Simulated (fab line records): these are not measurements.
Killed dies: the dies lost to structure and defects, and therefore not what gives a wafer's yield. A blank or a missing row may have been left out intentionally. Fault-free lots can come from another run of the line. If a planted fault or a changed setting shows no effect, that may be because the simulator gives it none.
fab line records	flow n5Finfet	part 1 of 2: steps 1 to 4 of 6
record lots=21	wafers=63	lastDay=19
route steps=1938 shown MOL_CONTACT_COAG@603 BEOL_M0_SAQP@668
lots with no fault: from the same line, run without faults
startH: start of the lot's first displayed wafer, in hours after the record's first day	waitH: hours since the lot's step before	" as in the row above	L1.1+2: one row covering several wafers at once	- either no value or no given start	* or withheld: withheld	< > ~ a bound
route shown NAME@n: NAME is a module with steps in the file, n the number in the route of the first one	usual: the fault-free wafers' mean and standard deviation	same: alike in all rows	chamber/n: place in a boat	sites: each site's reading	_std_site: standard deviation of those values	_edge_site: outer sites' mean less inner sites'	radiusMm: for every site, how far away it sits from the centre of the wafer	mask NAME#n: copy n	behind: the last tool/chamber to shape the wafer	hold: the reason the lot was held/the length of the hold in hours/how it ended	device: the transistor (n, p or np) that didn't switch	end of line: the same wafers' tests at the end of the route	where a step has no rows: the recipe by itself	killed: dies that structure and defects cost at the first sort, which is not the same as the wafer's yield	map: the dies of a wafer, with x for killed, . for not killed, _ for no die there
set.NAME: setting as actually run; set.NAME@STEP: the setting as run at that earlier step	model.NAME: the simulator's own value behind a step, which no gauge read
steps of the route over a sample of lots; a table a step, a row a wafer
services: from which hour (startH, from the record's first day; less than 0 if before it) a tool's chamber was out of use, for how many hours, and why
## steps
# step N5_MOL_CONTACT_COAG_OVL_MEAS_41
# recipe pointsPerWafer=522
# usual VD_OVL=-0.2/0.61
# same pointsPerWafer=522
lot.wafer	tool	chamber	startH	waitH	VD_OVL[nm]
L074.1	overlay-01	0	101.19	0.0	0.1
L074.2	"	0	"	"	-0.2
L074.3	"	0	"	"	-0.5
L075.1	overlay-02	0	107.26	0.0	-0.3
L075.2	"	0	"	"	0.0
L075.5	"	0	"	"	0.3
L076.1	overlay-02	0	115.19	0.0	-0.6
L076.2	"	0	"	"	-0.8
L076.5	"	0	"	"	0.1
L077.1	overlay-02	0	118.31	0.0	-0.5
L077.2	"	0	"	"	0.3
L077.5	"	0	"	"	-0.3
L078.1	overlay-02	0	125.66	0.0	-0.1
L078.3	"	0	"	"	0.5
L078.6	"	0	"	"	1.3
L079.2	overlay-02	0	129.23	0.0	0.1
L079.3	"	0	"	"	-0.3
L079.6	"	0	"	"	0.5
L080.1	overlay-02	0	137.06	0.0	-1.5
L080.2	"	0	"	"	-0.4
L080.6	"	0	"	"	-1.2
L081.2	overlay-02	0	145.60	0.0	-0.4
L081.5	"	0	"	"	0.0
L081.6	"	0	"	"	0.3
L082.1	overlay-02	0	148.59	0.0	-0.9
L082.2	"	0	"	"	-0.6
L082.5	"	0	"	"	1.3
L084.4	overlay-01	0	159.48	0.0	-0.6
L084.5	"	0	"	"	0.5
L084.6	"	0	"	"	-0.1
L085.2	overlay-02	0	164.04	0.0	-0.8
L085.4	"	0	"	"	-0.5
L085.5	"	0	"	"	-0.1
L086.1	overlay-02	0	182.65	0.0	0.4
L086.2	"	0	"	"	0.4
L086.6	"	0	"	"	0.2
L087.4	overlay-01	0	185.02	0.0	-0.9
L087.5	"	0	"	"	-0.4
L087.6	"	0	"	"	0.1
L089.1	overlay-02	0	191.10	0.0	0.7
L089.5	"	0	"	"	0.9
L089.6	"	0	"	"	-0.6
L088.1	overlay-02	0	191.72	0.0	-1.1
L088.3	"	0	"	"	-1.1
L088.5	"	0	"	"	-0.8
L090.1	overlay-02	0	196.03	0.0	1.0
L090.2	"	0	"	"	0.2
L090.5	"	0	"	"	-0.2
L091.2	overlay-02	0	202.14	0.0	-1.7
L091.3	"	0	"	"	-1.8
L091.4	"	0	"	"	-1.5
L092.1	overlay-01	0	209.93	0.0	0.4
L092.2	"	0	"	"	0.3
L092.6	"	0	"	"	0.7
L093.3	overlay-02	0	220.90	0.0	-0.4
L093.5	"	0	"	"	-0.6
L093.6	"	0	"	"	-0.3
L095.2	overlay-01	0	233.44	0.0	-0.1
L095.3	"	0	"	"	-0.2
L095.6	"	0	"	"	0.6
L097.1	overlay-01	0	240.26	0.0	0.1
L097.3	"	0	"	"	0.3
L097.6	"	0	"	"	0.4
# step N5_MOL_CONTACT_COAG_ETCH_66
# recipe chemistry=CF4	target=SiARC	targetDepthA=130	maskMaterial=CAR-EUV	timeS=21.7	ionEnergyEv=80	pressureMtorr=40	sourceW=545	biasW=36	Ar_flow_sccm=100	cf4FlowSccm=100	ends=cleared
# usual biasW=36.00/0.11	drypumpMotorCurrentA=5.8/0.42	etchRfOnTimeS=21.9/0.43	oesProductAu=0.64/0.074	rfVppV=184.2/1.3	showerheadPlenumPTorr=2.15/0.07	throttleValvePct=15.70/0.23
lot.wafer	tool	chamber	startH	waitH	biasW	drypumpMotorCurrentA	etchRfOnTimeS	oesProductAu	rfHoursCounterH	rfVppV	showerheadPlenumPTorr	throttleValvePct
L074.1	rieDiel-03	1	101.33	0.0	35.86	6.1	21.9	0.59	245	183.9	2.12	15.50
L074.2	"	2	"	"	36.03	5.2	21.6	0.60	214	184.0	2.13	15.87
L074.3	"	0	"	"	35.89	6.2	22.1	0.61	166	185.8	2.23	15.83
L075.1	rieDiel-05	3	107.41	0.0	35.95	6.1	21.1	0.64	186	182.0	2.04	15.62
L075.2	"	2	"	"	36.00	6.1	22.3	0.64	155	183.3	2.22	15.75
L075.5	"	3	"	"	35.98	6.1	21.6	0.63	-	182.4	2.04	15.62
L076.1	rieDiel-03	0	115.34	0.0	35.98	6.2	22.1	0.61	173	183.8	2.23	15.83
L076.2	"	1	"	"	36.10	6.1	21.7	0.59	251	185.6	2.12	15.54
L076.5	"	2	"	"	35.91	5.2	21.7	0.60	-	183.5	2.12	15.90
L077.1	rieDiel-03	1	118.46	0.0	36.08	6.1	22.2	0.59	253	184.3	2.12	15.54
L077.2	"	2	"	"	35.93	5.2	22.1	0.59	222	184.2	2.12	15.90
L077.5	"	1	"	"	36.06	6.1	22.1	0.58	-	184.3	2.12	15.56
L078.1	rieDiel-03	2	126.12	0.0	35.97	5.2	21.9	0.59	225	184.6	2.12	15.90
L078.3	"	0	"	"	35.99	6.3	22.3	0.61	177	184.7	2.23	15.83
L078.6	"	2	"	"	35.97	5.2	21.9	0.59	-	183.8	2.12	15.90
L079.2	rieDiel-03	1	129.47	0.0	36.11	6.1	21.9	0.58	259	183.3	2.12	15.55
L079.3	"	0	"	"	36.01	6.2	22.3	0.60	180	186.7	2.22	15.84
L079.6	"	1	"	"	36.17	6.1	22.1	0.58	-	184.3	2.12	15.56
L080.1	rieDiel-01	2	137.25	0.0	35.99	5.6	21.9	0.77	24	184.1	2.18	15.33
L080.2	"	0	"	"	35.93	5.1	22.1	0.69	82	185.0	2.25	15.57
L080.6	"	1	"	"	36.09	6.1	20.9	0.81	-	183.9	2.18	15.23
L081.2	rieDiel-05	2	145.79	0.0	35.99	6.1	22.1	0.63	167	185.3	2.21	15.79
L081.5	"	3	"	"	35.90	6.1	21.5	0.63	-	183.1	2.04	15.65
L081.6	"	0	"	"	36.06	6.1	21.3	0.61	-	182.8	2.03	15.58
L082.1	rieDiel-03	0	148.74	0.0	36.24	6.2	22.3	0.60	188	183.4	2.22	15.87
L082.2	"	1	"	"	35.99	6.1	21.8	0.58	267	183.1	2.12	15.56
L082.5	"	2	"	"	35.90	5.2	21.7	0.59	-	182.3	2.12	15.92
L084.4	rieDiel-03	2	160.39	0.0	35.83	5.2	21.4	0.59	-	183.8	2.12	15.94
L084.5	"	0	"	"	36.15	6.2	22.2	0.60	-	184.6	2.22	15.88
L084.6	"	1	"	"	36.12	6.1	21.7	0.57	-	183.4	2.11	15.60
L085.2	rieDiel-03	2	164.18	0.0	35.83	5.2	21.6	0.59	247	183.9	2.12	15.96
L085.4	"	2	"	"	36.01	5.2	21.5	0.58	-	183.9	2.12	15.95
L085.5	"	0	"	"	36.15	6.2	22.3	0.60	-	184.7	2.22	15.89
L086.1	rieDiel-03	1	182.80	0.0	36.06	6.1	21.8	0.58	284	184.4	2.11	15.60
L086.2	"	2	"	"	35.90	5.2	21.6	0.59	253	184.2	2.11	15.96
L086.6	"	0	"	"	36.02	6.2	22.3	0.59	-	185.3	2.22	15.89
L087.4	rieDiel-03	0	185.21	0.0	36.09	6.2	22.0	0.58	-	185.8	2.22	15.91
L087.5	"	2	"	"	36.17	5.2	21.3	0.58	-	182.9	2.11	15.99
L087.6	"	1	"	"	36.06	6.1	21.7	0.57	-	183.5	2.11	15.60
L089.1	rieDiel-05	3	191.39	0.0	35.89	6.1	21.3	0.61	206	183.8	2.04	15.65
L089.5	"	0	"	"	35.93	6.1	21.2	0.59	-	184.1	2.03	15.61
L089.6	"	3	"	"	35.96	6.1	21.4	0.62	-	182.0	2.04	15.65
L088.1	rieDiel-01	0	191.87	0.0	36.21	5.2	22.5	0.66	106	186.0	2.24	15.60
L088.3	"	2	"	"	36.14	5.5	21.9	0.75	48	184.2	2.17	15.39
L088.5	"	1	"	"	36.18	6.1	21.3	0.75	-	183.9	2.17	15.29
L090.1	rieDiel-01	1	196.18	0.0	35.86	6.1	21.3	0.75	45	185.3	2.17	15.30
L090.2	"	3	"	"	35.94	5.7	22.1	0.77	16	187.2	2.29	15.86
L090.5	"	0	"	"	36.31	5.2	22.3	0.65	-	184.4	2.24	15.59
L091.2	rieDiel-05	1	202.28	0.0	35.82	5.5	22.9	0.57	237	184.1	2.11	15.88
L091.3	"	2	"	"	35.96	6.1	22.4	0.61	180	184.8	2.21	15.83
L091.4	"	3	"	"	36.02	6.1	21.6	0.62	210	183.3	2.03	15.66
L092.1	rieDiel-01	1	210.18	0.0	36.16	6.1	21.1	0.75	49	184.6	2.17	15.30
L092.2	"	0	"	"	36.04	5.1	22.0	0.66	112	186.5	2.24	15.60
L092.6	"	2	"	"	35.90	5.5	22.1	0.73	-	185.6	2.17	15.40
L093.3	rieDiel-05	3	221.14	0.0	35.83	6.1	21.5	0.61	217	181.5	2.03	15.68
L093.5	"	1	"	"	36.18	5.5	22.9	0.57	-	182.9	2.11	15.91
L093.6	"	2	"	"	35.97	6.1	22.4	0.61	-	186.2	2.21	15.83
L095.2	rieDiel-01	1	233.94	0.0	36.05	6.1	21.4	0.73	57	184.6	2.17	15.33
L095.3	"	0	"	"	35.84	5.1	22.3	0.65	120	186.3	2.24	15.62
L095.6	"	3	"	"	36.06	5.7	22.0	0.75	-	185.7	2.29	15.89
L097.1	rieDiel-03	2	240.78	0.0	35.79	5.2	21.5	0.83	5	184.4	2.11	15.46
L097.3	"	3	"	"	36.23	5.1	22.5	0.59	212	182.3	2.04	15.97
L097.6	"	3	"	"	35.94	5.1	22.3	0.59	-	182.1	2.04	15.97
# step N5_MOL_CONTACT_COAG_ALD_133
# recipe material=SiO2	targetThkA=50	tempC=100	aldPrecursorFamily=BDEAS	aldCoReactant=O2-plasma	pulseTimeS=1	coReactantPulseTimeS=1	purgeTimeS=2	coReactantPurgeTimeS=2	aldCycles=35	pressureTorr=2
# usual heaterPowerW=81/7	precursorPulseHeightRel=0.995/0.021
# same coReactantPulseTimeS=1
lot.wafer	tool	chamber	startH	waitH	heaterPowerW	precursorPulseHeightRel
L074.1	aldSin-03	2	101.41	0.1	80	1.001
L074.2	"	1	"	"	83	0.959
L074.3	"	3	"	"	74	1.031
L075.1	aldSin-02	2	107.49	0.1	81	0.972
L075.2	"	0	"	"	76	0.973
L075.5	"	3	"	"	80	1.019
L076.1	aldSin-03	3	115.42	0.1	72	0.977
L076.2	"	1	"	"	86	0.989
L076.5	"	1	"	"	83	0.970
L077.1	aldSin-02	3	118.54	0.1	80	0.954
L077.2	"	2	"	"	82	0.991
L077.5	"	2	"	"	81	0.996
L078.1	aldSin-04	0	126.20	0.1	91	0.994
L078.3	"	3	"	"	66	0.958
L078.6	"	2	"	"	88	1.036
L079.2	aldSin-02	0	129.62	0.1	76	1.040
L079.3	"	1	"	"	84	1.014
L079.6	"	0	"	"	77	0.992
L080.1	aldSin-04	0	137.33	0.1	89	1.013
L080.2	"	1	"	"	86	1.002
L080.6	"	1	"	"	90	0.986
L081.2	aldSin-03	0	146.34	0.5	71	1.020
L081.5	"	1	"	"	83	0.993
L081.6	"	0	"	"	72	0.987
L082.1	aldSin-02	2	148.82	0.1	80	1.020
L082.2	"	1	"	"	84	0.988
L082.5	"	3	"	"	81	1.006
L084.4	aldSin-03	3	160.44	0.0	72	1.025
L084.5	"	3	"	"	73	0.983
L084.6	"	2	"	"	80	1.006
L085.2	aldSin-02	3	164.26	0.1	81	1.008
L085.4	"	0	"	"	76	1.017
L085.5	"	1	"	"	83	0.990
L086.1	aldSin-04	0	182.94	0.1	91	0.999
L086.2	"	3	"	"	67	0.999
L086.6	"	3	"	"	64	1.001
L087.4	aldSin-04	0	185.27	0.0	92	1.007
L087.5	"	0	"	"	91	0.992
L087.6	"	3	"	"	67	1.001
L089.1	aldSin-04	0	191.47	0.1	91	0.978
L089.5	"	3	"	"	66	0.938
L089.6	"	2	"	"	85	0.959
L088.1	aldSin-04	3	191.95	0.1	67	1.020
L088.3	"	0	"	"	92	0.980
L088.5	"	2	"	"	84	1.034
L090.1	aldSin-04	0	196.26	0.1	91	1.023
L090.2	"	3	"	"	66	0.979
L090.5	"	1	"	"	88	0.981
L091.2	aldSin-02	2	203.05	0.7	82	1.006
L091.3	"	1	"	"	82	0.996
L091.4	"	3	"	"	83	1.011
L092.1	aldSin-04	3	210.26	0.1	66	0.993
L092.2	"	2	"	"	86	0.984
L092.6	"	3	"	"	66	0.986
L093.3	aldSin-02	1	221.22	0.1	84	1.013
L093.5	"	1	"	"	86	0.986
L093.6	"	2	"	"	82	0.982
L095.2	aldSin-02	2	234.02	0.1	79	0.984
L095.3	"	0	"	"	79	1.018
L095.6	"	0	"	"	75	0.972
L097.1	aldSin-02	1	240.87	0.1	87	0.998
L097.3	"	0	"	"	79	0.995
L097.6	"	0	"	"	78	0.976
# step N5_MOL_CONTACT_COAG_ETCHBACK_136
# recipe chemistry=CHF3	target=SiO2	targetDepthA=250	timeS=16.7	ionEnergyEv=200	pressureMtorr=30	sourceW=610	biasW=170	Ar_flow_sccm=200	CHF3_flow_sccm=50
# usual biasW=169.9/0.5	drypumpMotorCurrentA=5.7/0.41	oesProductAu=0.77/0.099	rfVppV=525/9.9	showerheadPlenumPTorr=2.40/0.081	throttleValvePct=18.77/0.28
lot.wafer	tool	chamber	startH	waitH	biasW	drypumpMotorCurrentA	oesProductAu	rfHoursCounterH	rfVppV	showerheadPlenumPTorr	throttleValvePct
L074.1	rieDiel-05	2	102.18	0.0	170.1	6.2	0.75	153	535	2.47	18.89
L074.2	"	0	"	"	170.2	6.1	0.71	218	508	2.27	18.67
L074.3	"	3	"	"	169.2	6.1	0.73	184	505	2.26	18.60
L075.1	rieDiel-05	3	107.79	0.0	169.7	6.1	0.73	186	503	2.26	18.62
L075.2	"	2	"	"	169.7	6.1	0.75	155	536	2.47	18.90
L075.5	"	0	"	"	170.3	6.1	0.72	-	507	2.27	18.65
L076.1	rieDiel-03	2	115.72	0.0	170.1	5.2	0.70	221	523	2.38	19.09
L076.2	"	1	"	"	169.8	6.1	0.68	252	519	2.35	18.55
L076.5	"	0	"	"	169.7	6.2	0.71	-	531	2.47	18.90
L077.1	rieDiel-01	3	118.84	0.0	169.9	5.7	0.69	243	508	2.26	19.37
L077.2	"	2	"	"	170.4	5.5	0.93	18	536	2.42	18.44
L077.5	"	3	"	"	169.9	5.6	0.69	-	508	2.26	19.37
L078.1	rieDiel-03	1	126.65	0.0	171.1	6.1	0.68	257	518	2.35	18.55
L078.3	"	0	"	"	169.6	6.2	0.72	178	530	2.47	18.92
L078.6	"	2	"	"	170.2	5.2	0.69	-	521	2.37	19.11
L079.2	rieDiel-01	1	129.95	0.0	170.1	6.1	0.94	19	538	2.44	18.45
L079.3	"	3	"	"	169.4	5.7	0.68	248	508	2.26	19.38
L079.6	"	2	"	"	169.7	5.6	0.91	-	536	2.42	18.47
L080.1	rieDiel-01	2	137.65	0.0	169.3	5.5	0.92	24	537	2.42	18.45
L080.2	"	1	"	"	170.0	6.1	0.94	20	539	2.43	18.47
L080.6	"	1	"	"	170.2	6.1	0.94	-	538	2.43	18.47
L081.2	rieDiel-01	2	146.65	0.0	169.9	5.5	0.90	28	536	2.42	18.47
L081.5	"	2	"	"	169.8	5.6	0.91	-	538	2.42	18.47
L081.6	"	1	"	"	170.7	6.1	0.92	-	538	2.43	18.46
L082.1	rieDiel-03	2	149.29	0.0	168.9	5.2	0.69	237	522	2.37	19.12
L082.2	"	0	"	"	169.6	6.2	0.70	189	531	2.46	18.91
L082.5	"	2	"	"	168.7	5.2	0.69	-	522	2.37	19.12
L084.4	rieDiel-03	0	160.84	0.0	170.6	6.2	0.69	-	531	2.46	18.94
L084.5	"	1	"	"	170.2	6.1	0.66	-	518	2.34	18.60
L084.6	"	2	"	"	170.5	5.2	0.68	-	521	2.37	19.12
L085.2	rieDiel-03	1	164.56	0.0	169.5	6.1	0.67	278	520	2.34	18.60
L085.4	"	0	"	"	169.7	6.1	0.69	-	531	2.46	18.92
L085.5	"	2	"	"	170.2	5.2	0.68	-	520	2.37	19.14
L086.1	rieDiel-03	1	183.42	0.0	169.8	6.1	0.67	284	518	2.34	18.60
L086.2	"	0	"	"	170.2	6.2	0.69	205	531	2.46	18.97
L086.6	"	1	"	"	169.7	6.1	0.66	-	519	2.34	18.60
L087.4	rieDiel-05	3	185.57	0.0	170.8	6.1	0.72	204	505	2.25	18.63
L087.5	"	0	"	"	169.9	6.1	0.69	-	507	2.26	18.71
L087.6	"	3	"	"	170.7	6.1	0.72	-	504	2.25	18.63
L089.1	rieDiel-03	0	191.77	0.0	170.2	6.2	0.68	209	530	2.45	18.97
L089.5	"	0	"	"	170.1	6.2	0.70	-	531	2.45	18.97
L089.6	"	2	"	"	170.7	5.2	0.67	-	520	2.36	19.16
L088.1	rieDiel-03	1	192.25	0.0	170.5	6.1	0.66	288	516	2.33	18.61
L088.3	"	2	"	"	170.6	5.2	0.67	257	522	2.36	19.15
L088.5	"	2	"	"	169.4	5.2	0.67	-	520	2.36	19.15
L090.1	rieDiel-03	3	196.57	0.0	169.4	5.1	0.71	190	527	2.27	19.00
L090.2	"	0	"	"	170.2	6.2	0.69	212	530	2.45	18.97
L090.5	"	3	"	"	170.2	5.1	0.71	-	525	2.27	18.99
L091.2	rieDiel-01	0	203.36	0.0	170.2	5.1	0.78	109	530	2.48	18.66
L091.3	"	2	"	"	170.3	5.5	0.87	52	536	2.41	18.51
L091.4	"	1	"	"	169.8	6.1	0.88	47	538	2.42	18.49
L092.1	rieDiel-03	1	210.62	0.0	170.3	6.1	0.99	1	518	2.33	18.09
L092.2	"	0	"	"	169.7	6.2	0.68	216	529	2.45	18.98
L092.6	"	3	"	"	169.5	5.1	0.70	-	524	2.26	19.00
L093.3	rieDiel-03	3	221.53	0.0	169.8	5.2	0.70	204	525	2.26	19.02
L093.5	"	1	"	"	169.5	6.1	0.97	-	518	2.33	18.08
L093.6	"	0	"	"	170.1	6.2	0.68	-	530	2.45	18.98
L095.2	rieDiel-01	0	234.40	0.0	169.4	5.2	0.77	120	531	2.47	18.68
L095.3	"	3	"	"	169.9	5.7	0.88	30	517	2.53	19.00
L095.6	"	2	"	"	170.0	5.5	0.85	-	534	2.40	18.52
L097.1	rieDiel-01	0	241.21	0.0	170.6	5.1	0.76	123	531	2.47	18.66
L097.3	"	1	"	"	169.8	6.1	0.86	60	537	2.42	18.53
L097.6	"	2	"	"	169.8	5.5	0.85	-	536	2.40	18.52
